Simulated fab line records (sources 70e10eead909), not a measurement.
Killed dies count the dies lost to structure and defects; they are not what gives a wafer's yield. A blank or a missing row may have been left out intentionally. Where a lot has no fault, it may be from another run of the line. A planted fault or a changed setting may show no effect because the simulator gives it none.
Matching of chambers    flow nand-harc    NHARC_A_ZERO_WELL_ETCH_13 on rie-si-02: 4 sister chambers
The step etches the open film in HBr/Cl2, target depth 120 nm, time 40.1 s. 4 wafers are shown with their chamber, then 9 later ones without.

EACH WAFER AND ITS CHAMBER
wafer   chamber  drypump-motor-current-A (A)
L085.2  2        6.5
L087.2  0        5.5
L087.4  1        6.2
L087.5  3        6.2

WAFERS WITHOUT THEIR CHAMBER
wafer   drypump-motor-current-A (A)
L089.3  6.2
L089.4  6.2
L089.5  6.5
L091.1  6.2
L091.3  6.2
L091.4  5.6
L096.1  5.6
L096.5  6.5
L096.6  6.2

CHAMBER TAKEN BY EACH
wafer   from the rows above      in truth
L089.3  can't be placed: 1 or 3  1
L089.4  can't be placed: 1 or 3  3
L089.5  2                        2
L091.1  can't be placed: 1 or 3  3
L091.3  can't be placed: 1 or 3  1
L091.4  0                        0
L096.1  0                        0
L096.5  2                        2
L096.6  can't be placed: 1 or 3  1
Correct placement for 4 of the 9. Unplaceable from these rows: 5, with the true chamber sitting among the candidates in 5. 0 placed wrongly.
How it was worked out, from the rows above alone: a wafer's distance from a chamber is the root of the sum, over the readings, of the square of ((its reading less the chamber's mean) divided by the reading's scatter). The wafer belongs to the nearest chamber; if the next one is less than 2 further off, it can't be placed. For every chamber, the mean is computed from those of its wafers that are shown. The scatter: with one shown wafer a chamber, the root of the mean of the squares of how far each hidden wafer lies from its nearest shown one.
